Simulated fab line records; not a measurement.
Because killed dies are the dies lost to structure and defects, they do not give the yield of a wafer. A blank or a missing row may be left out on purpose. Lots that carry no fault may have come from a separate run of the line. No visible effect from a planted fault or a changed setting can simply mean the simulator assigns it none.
A struck lot beside a sound one | flow nand_harc | 16 steps out of a route of 1302
Sound: these wafers, L593.1, L593.4, L593.6. Struck: wafer L609.1. (L609.2, L609.6 of the same lot were not struck and are left out.) The cause comes at the end.
Each step with rows lists, per side, the tool, then ch with its chambers, then its first start. Under that, the readings that differ: sound wafers | struck wafers | difference of the means | sigmas: that difference in standard deviations of wafers without a fault.
alike: readings with means less than 2 such deviations apart, plus words and numbers identical on both sides. not compared: withheld readings, readings lacking a value on some wafer, bounds such as >300 that could conceal the same value, and numbers that have no deviation in the record and whose values overlap.
The two part at a step that has a row with sigmas, a row that says differs or no value, or rows on one side only. Numbers that have no deviation but don't overlap get no sigmas and don't part them. A reading missing from all wafers of one side parts the sides only when that side holds two or more wafers.

NHARC_P_M0_OVL_MEAS_10: pitch 180 nm.
  sound on overlay-01 at day 6 15:07; struck on overlay-01 at day 13 05:11
  alike: overlay_x_nm, overlay_y_nm
NHARC_P_M0_INSPECT_11:
  sound on defect_inspect-01 at day 6 15:09; struck on defect_inspect-01 at day 13 05:13
  alike: raw_defect_count
NHARC_P_M0_DESCUM_14: chemistry O2, time 3 s.
  sound on rie_diel-13 ch 0,3, day 6 15:13; struck on rie_diel-13 ch 1, day 13 05:17
  alike: drypump_motor_current_A, mfc_ar_sccm, oes_product_au, rf_vpp_V, showerhead_plenum_p_Torr, throttle_valve_pct
  not compared: rf_hours_counter_h
NHARC_P_M0_ETCH_34: etches the open film in N2/H2, target depth 40 nm, overetch 12 nm, time 43.94 s.
  sound on rie_diel-13 ch 1,3, day 6 15:18; struck on rie_diel-13 ch 0, day 13 05:22
  reading                         | sound             | struck | difference | sigmas
  drypump_motor_current_A (A)     | 5.1 5.2 5.1       | 6.5    | +1.4       | +3
  mfc_ar_sccm (sccm)              | 0 0 0             | 0.038  | +0.038     | +3
  rf_fwd_power_W (W)              | 395.8 395.6 394.8 | 398.8  | +3.4       | +2
  rf_vpp_V (V)                    | 426.6 427.9 430.0 | 435.0  | +6.8       | +2
  showerhead_plenum_p_Torr (Torr) | 1.92 1.95 1.95    | 2.18   | +0.24      | +2
  alike: oes_product_au, throttle_valve_pct
  not compared: rf_hours_counter_h
then, 1 step without rows for these wafers: NHARC_P_M0_ETCH_15 (etches the open film in C4F8/Ar, target depth 150 nm, overetch 15 nm, time 82.5 s).
NHARC_P_M0_CD_MEAS_16:
  sound on cd_sem-03 at day 6 15:31; struck on cd_sem-01 at day 13 05:35
  alike: cd_nm
then, 4 steps without rows for these wafers: NHARC_P_M0_STRIP_18 (strips in N2/H2); NHARC_P_M0_STRIP_19 (strips in post etch residue remover, time 600 s); NHARC_P_M0_DEGAS_28 (time 60 s); NHARC_P_M0_PRE_CLEAN_29 (time 30 s).
NHARC_P_M0_PVD_20: deposits TaN, target thk 5 nm, time 8.06 s.
  sound on pvd_sputter-01; struck on pvd_sputter-02
  alike: throttle_valve_pct
NHARC_P_M0_PVD_21: deposits Cu, target thk 30 nm, time 20.49 s.
  sound on pvd_sputter-01; struck on pvd_sputter-02
  alike: throttle_valve_pct
NHARC_P_M0_ECD_22: material Cu, target thk 400 nm.
  sound on ecd_cu-02 ch 0,1, day 6 16:29; struck on ecd_cu-02 ch 0,1, day 13 06:34
NHARC_P_M0_ANNEAL_30: time 90 s.
  sound on rtp_anneal-01 ch 0, day 6 16:52; struck on rtp_anneal-02 ch 0, day 13 06:56
  reading          | sound             | struck | difference | sigmas
  wafer_temp_C_max | 225.5 225.6 225.6 | 226.4  | +0.8       | +2
  alike: anneal_temp_c, anneal_temp_c_max
NHARC_P_M0_CMP_23: polishes, t overpolish 20 s, target thk 117.54 nm.
  sound on cmp-03 ch 0,1,3, day 6 17:13; struck on cmp-03 ch 2, day 13 07:17
  reading                | sound          | struck | difference | sigmas
  time_to_endpoint_s (s) | 30.4 28.5 27.4 | 37.0   | +8.2       | +3
  alike: motor_current_A
NHARC_P_M0_THK_MEAS_24: measures by xrf.
  sound on film_metro-02 at day 6 17:32; struck on film_metro-02 at day 13 07:36
  reading     | sound             | struck | difference | sigmas
  thk_nm (nm) | 119.5 117.4 118.0 | 113.7  | -4.6       | -3

WHERE THEY PART
First at NHARC_P_M0_ETCH_34; last, within this record, at NHARC_P_M0_THK_MEAS_24.

WHY: what had been put in by the simulator
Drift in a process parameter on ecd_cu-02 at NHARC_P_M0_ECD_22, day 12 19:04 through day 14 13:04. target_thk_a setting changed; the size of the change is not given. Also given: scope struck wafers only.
